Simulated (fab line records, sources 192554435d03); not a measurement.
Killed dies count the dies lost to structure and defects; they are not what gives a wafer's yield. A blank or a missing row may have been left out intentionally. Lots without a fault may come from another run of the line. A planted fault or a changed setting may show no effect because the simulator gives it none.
fab line records | flow n5-finfet
record: lots: 7 | wafers: 39
route steps=1938 shown SD_EPI_N@288 SD_EPI_P@310 MOL_CONTACT_COAG@532
start-h: start of the lot's first displayed wafer, in hours after the record's first day | wait-h: time in hours since the lot's previous step | " the same as in the row above | L1.1+2: a row that stands for several wafers | - no value, or no start was given | * or withheld: withheld | < > ~ a bound
route shown NAME@n: NAME is a module with steps in the file, n the number in the route of the first one | usual: mean/standard deviation taken from wafers without a fault | same: alike in all rows | chamber/n: place in a boat | sites: each site's reading | _std_site: standard deviation across them | _edge_site: outer sites' mean less inner sites' | radius-mm: how far each site lies from the wafer's centre | mask NAME#n: copy n | behind: the tool/chamber that last shaped the wafer | hold: why the lot was held/for how many hours/how that ended | device: names the non-switching transistor (n, p or np) | end of line: the route-end tests of the same wafers | a step without rows: its recipe alone | killed: dies lost to structure and defects at the first sort, not the wafer's yield | map: a wafer's dies, marking killed ones x, the rest . and places with no die _
set.NAME: the setting as run; set.NAME@STEP: as run at that earlier step | model.NAME: the simulator's own value behind a step, which no gauge read
lots with deliberately changed settings; one table per step, one row per wafer
== steps ==
step: N5_SD_EPI_N_EPI_21
recipe: material: Si:P | dopant: P | temp-c: 680 | pressure-torr: 255 | time-s: 690
lot.wafer    | tool         | chamber | start-h | wait-h | set.pressure-torr | model.Si-P_of_SD_EPI_N_EPI_21.thk-nm
L074.1       | epi-rpcvd-04 | 0       | 54.83   | 0.2    | 209.1             | 55
L074.2       | "            | 0       | "       | "      | 209.1             | 54.2
L074.3+5     | "            | 0       | "       | "      | 209.1             | 54.8
L074.4       | "            | 0       | "       | "      | 209.1             | 55.2
L074.6       | "            | 0       | "       | "      | 209.1             | 54.6
L075.1+2+3+6 | epi-rpcvd-01 | 0       | 68.39   | 0.2    | 255               | 59.6
L075.4       | "            | 0       | 69.51   | 1.2    | 255               | 60
L075.5       | "            | 0       | "       | "      | 255               | 59.8
L079.1       | epi-rpcvd-01 | 0       | 80.43   | 0.2    | 278.2             | 61.8
L079.2       | "            | 0       | "       | "      | 278.2             | 62.6
L079.3       | "            | 0       | "       | "      | 278.2             | 61.2
L079.4       | "            | 0       | "       | "      | 278.2             | 62.2
L079.5+6     | "            | 0       | "       | "      | 278.2             | 61.6
L087.1       | epi-rpcvd-03 | 0       | 135.19  | 0.1    | 234.6             | 57.2
L087.2+6     | "            | 0       | "       | "      | 234.6             | 56.6
L087.3       | "            | 0       | "       | "      | 234.6             | 56.2
L087.4       | "            | 0       | "       | "      | 234.6             | 57.4
L087.5       | "            | 0       | "       | "      | 234.6             | 57.8
L088.1       | epi-rpcvd-01 | 0       | 136.13  | 0.1    | 228               | 57.6
L088.2       | "            | 0       | "       | "      | 228               | 57.2
L088.3       | "            | 0       | "       | "      | 228               | 56.4
L088.4       | "            | 0       | "       | "      | 228               | 56.8
L088.5+6     | "            | 0       | "       | "      | 228               | 57.4
L093.1       | epi-rpcvd-04 | 0       | 164.14  | 0.1    | 255               | 59.2
L093.4       | "            | 0       | "       | "      | 255               | 58.2
L093.6       | "            | 0       | "       | "      | 255               | 59.4
L095.1+3+6   | epi-rpcvd-01 | 0       | 177.11  | 0.1    | 214.3             | 55.8
L095.2+4     | "            | 0       | "       | "      | 214.3             | 56.2
L095.5       | "            | 0       | "       | "      | 214.3             | 56
step: N5_SD_EPI_P_ETCHBACK_46
recipe: chemistry: CH3F/O2 | mode: anisotropic-etchback | target: SiNx | target-depth-a: 175 | stop-on: SiO2 | over-etch-frac: 0.3 | ion-energy-ev: 120 | pressure-mtorr: 30 | source-w: 395 | bias-w: 73 | Ar_flow_sccm: 150 | CH3F_flow_sccm: 30 | O2_flow_sccm: 20
lot.wafer        | tool        | chamber     | start-h | wait-h | set.over-etch-frac
L074.1+2+3+4+5+6 | rie-diel-06 | 2,3,1,0,1,2 | 58.76   | 0.0    | 0.3
L075.1+5+6       | rie-diel-02 | 2,0,1       | 72.13   | 0.0    | 0.2847
L075.2+3+4       | "           | 1,0,2       | "       | "      | 0.3
L079.1+2+3       | rie-diel-04 | 3,2,1       | 84.17   | 0.0    | 0.3
L079.4+5+6       | "           | 0,0,3       | "       | "      | 0.2912
L087.1+2+6       | rie-diel-02 | 2,1,3       | 138.50  | 0.0    | 0.3
L087.3+4+5       | "           | 3,0,2       | "       | "      | 0.2893
L088.1+5+6       | rie-diel-02 | 1,3,0       | 139.53  | 0.0    | 0.315
L088.2+3+4       | "           | 2,3,0       | "       | "      | 0.3
L093.1+4+6       | rie-diel-06 | 3,2,1       | 167.58  | 0.0    | 0.3
L095.1+3+4       | rie-diel-06 | 0,3,2       | 180.18  | 0.0    | 0.3216
L095.2+5+6       | "           | 1,1,0       | "       | "      | 0.3
step: N5_SD_EPI_P_ETCH_47
recipe: chemistry: CH3F/O2 | target: SiOCN | target-depth-a: 250 | mask-material: SOC | ion-energy-ev: 60 | bias-w: 29 | pressure-mtorr: 30 | source-w: 410 | Ar_flow_sccm: 150 | CH3F_flow_sccm: 30 | O2_flow_sccm: 20
step: N5_SD_EPI_P_ETCH_16
recipe: chemistry: CHF3/O2 | target: SiO2 | target-depth-a: 50 | mask-material: SOC | pressure-mtorr: 30 | source-w: 650 | bias-w: 170 | Ar_flow_sccm: 200 | CHF3_flow_sccm: 50 | O2_flow_sccm: 5 | ion-energy-ev: 200
step: N5_SD_EPI_P_EPI_21
recipe: material: SiGe:B | dopant: B | temp-c: 550 | pressure-torr: 20 | ambient: H2 | time-s: 355
step: N5_SD_EPI_P_HM_STRIP_48
recipe: chemistry: H3PO4 | temp-c: 160 | material: SiNx | target: SiNx | target-depth-a: 30 | overetch-fraction: 0.3
lot.wafer    | tool         | chamber | start-h | wait-h | set.pressure-torr@SD_EPI_N_EPI_21 | model.Si-P_of_SD_EPI_N_EPI_21.thk-nm
L074.1       | wet-bench-04 | 0       | 61.94   | 0.0    | 209.1                             | 54.4
L074.2       | "            | 7       | "       | "      | 209.1                             | 53.6
L074.3+5     | "            | 1,6     | "       | "      | 209.1                             | 54.2
L074.4       | "            | 2       | "       | "      | 209.1                             | 54.6
L074.6       | "            | 5       | "       | "      | 209.1                             | 54
L075.1       | wet-bench-03 | 3       | 76.13   | 0.0    | 255                               | 58.8
L075.2+3+5+6 | "            | 5,7,4,6 | "       | "      | 255                               | 59
L075.4       | "            | 0       | "       | "      | 255                               | 59.2
L079.1+5+6   | wet-bench-05 | 6,1,0   | 89.30   | 0.0    | 278.2                             | 61
L079.2       | "            | 7       | "       | "      | 278.2                             | 61.8
L079.3       | "            | 5       | "       | "      | 278.2                             | 60.6
L079.4       | "            | 4       | "       | "      | 278.2                             | 61.4
L087.1+4     | wet-bench-04 | 0,2     | 142.51  | 0.0    | 234.6                             | 56.6
L087.2+6     | "            | 5,1     | "       | "      | 234.6                             | 56
L087.3       | "            | 7       | "       | "      | 234.6                             | 55.6
L087.5       | "            | 6       | "       | "      | 234.6                             | 57
L088.1       | wet-bench-04 | 7       | 142.69  | 0.0    | 228                               | 57
L088.2+5     | "            | 3,4     | "       | "      | 228                               | 56.6
L088.3       | "            | 1       | "       | "      | 228                               | 55.8
L088.4       | "            | 0       | "       | "      | 228                               | 56.2
L088.6       | "            | 2       | "       | "      | 228                               | 56.8
L093.1       | wet-bench-03 | 5       | 170.80  | 0.0    | 255                               | 58.6
L093.4       | "            | 7       | "       | "      | 255                               | 57.6
L093.6       | "            | 4       | "       | "      | 255                               | 58.8
L095.1+3+5+6 | wet-bench-04 | 2,5,0,6 | 184.19  | 0.0    | 214.3                             | 55.2
L095.2+4     | "            | 1,7     | "       | "      | 214.3                             | 55.6
step: N5_MOL_CONTACT_COAG_ETCH_106
recipe: chemistry: N2/H2 | target: SOC | target-depth-a: 800 | overetch-a: 160 | mask-material: SiARC | temp-c: 40 | time-s: 120 | ion-energy-ev: 200 | pressure-mtorr: 30 | source-w: 840 | bias-w: 150 | n2-flow-sccm: 200 | h2-flow-sccm: 200
usual: rf-vpp-V: 524.7/2.5
lot.wafer | tool        | chamber | start-h | wait-h | set.source-w | rf-vpp-V | model.SiARC_of_MOL_CONTACT_COAG_COAT_104.thk-nm
L075.1    | rie-diel-03 | 0       | 107.32  | 0.0    | 840          | 526.6    | 6.4
L075.2    | "           | 2       | "       | "      | 953.3        | 503.3    | 5.8
L075.3    | "           | 3       | "       | "      | 953.3        | 498.7    | 6
L075.4    | "           | 3       | "       | "      | 840          | 520.8    | 6.4
L075.5    | "           | 2       | "       | "      | 840          | 526.1    | 6.4
L075.6    | "           | 0       | "       | "      | 953.3        | 505.6    | 5.8
L074.1    | rie-diel-03 | 0       | 120.19  | 0.0    | 840          | 526.8    | 6.2
L074.2    | "           | 3       | "       | "      | 717.6        | 547.2    | 6.8
L074.3    | "           | 2       | "       | "      | 717.6        | 553.6    | 6.6
L074.4    | "           | 0       | "       | "      | 840          | 527.6    | 6.2
L074.5    | "           | 3       | "       | "      | 840          | 520.1    | 6.4
L074.6    | "           | 2       | "       | "      | 717.6        | 551.9    | 6.8
L079.1    | rie-diel-01 | 0       | 121.74  | 0.0    | 840          | 524.9    | 6.4
L079.2    | "           | 1       | "       | "      | 763.7        | 541.7    | 6.4
L079.3    | "           | 3       | "       | "      | 763.7        | 544.8    | 6.4
L079.4    | "           | 2       | "       | "      | 763.7        | 543.9    | 6.6
L079.5    | "           | 0       | "       | "      | 840          | 525.5    | 6.4
L079.6    | "           | 3       | "       | "      | 840          | 525.4    | 6.2
L087.1    | rie-diel-03 | 2       | 172.74  | 0.0    | 1000         | 494.9    | 5.8
L087.2    | "           | 0       | "       | "      | 840          | 528.2    | 6.2
L087.3    | "           | 1       | "       | "      | 840          | 523.6    | 6.4
L087.4    | "           | 3       | "       | "      | 1000         | 489.6    | 6
L087.5    | "           | 0       | "       | "      | 1000         | 495.9    | 5.6
L087.6    | "           | 3       | "       | "      | 840          | 519.8    | 6.6
L088.1    | rie-diel-03 | 0       | 176.07  | 0.0    | 840          | 526.4    | 6.2
L088.2    | "           | 1       | "       | "      | 890.3        | 513.9    | 6.4
L088.3    | "           | 2       | "       | "      | 890.3        | 514.2    | 6.2
L088.4    | "           | 3       | "       | "      | 840          | 520.2    | 6.6
L088.5    | "           | 1       | "       | "      | 840          | 524.7    | 6.6
L088.6    | "           | 2       | "       | "      | 890.3        | 514.7    | 6.2
L093.1    | rie-diel-01 | 2       | 200.89  | 0.0    | 840          | 527.0    | 6.4
L093.4    | "           | 1       | "       | "      | 840          | 525.9    | 6.4
L093.6    | "           | 1       | "       | "      | 840          | 522.7    | 6.4
L095.1    | rie-diel-01 | 3       | 216.11  | 0.0    | 748.9        | 546.6    | 6.6
L095.2    | "           | 2       | "       | "      | 840          | 525.4    | 6.2
L095.3    | "           | 1       | "       | "      | 748.9        | 546.7    | 6.6
L095.4    | "           | 0       | "       | "      | 840          | 523.3    | 6.4
L095.5    | "           | 1       | "       | "      | 840          | 524.7    | 6.2
L095.6    | "           | 2       | "       | "      | 748.9        | 546.6    | 6.6
== key ==
split: step: N5_SD_EPI_N_EPI_21 | setting: pressure-torr | stated: 255 | by: lot
response: step: N5_SD_EPI_N_EPI_21 | reading: model.Si-P_of_SD_EPI_N_EPI_21.thk-nm | change: +0.247 | per: 1% | r: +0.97
response: step: N5_SD_EPI_P_HM_STRIP_48 | reading: model.Si-P_of_SD_EPI_N_EPI_21.thk-nm | change: +0.244 | per: 1% | r: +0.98
split: step: N5_SD_EPI_P_ETCHBACK_46 | setting: over-etch-frac | stated: 0.3 | by: wafer
response none clear
split: step: N5_MOL_CONTACT_COAG_ETCH_106 | setting: source-w | stated: 840 | by: wafer
response: step: N5_MOL_CONTACT_COAG_ETCH_106 | reading: rf-vpp-V | change: -1.73 | per: 1% | r: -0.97
response: step: N5_MOL_CONTACT_COAG_ETCH_106 | reading: model.SiARC_of_MOL_CONTACT_COAG_COAT_104.thk-nm | change: -0.0317 | per: 1% | r: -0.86
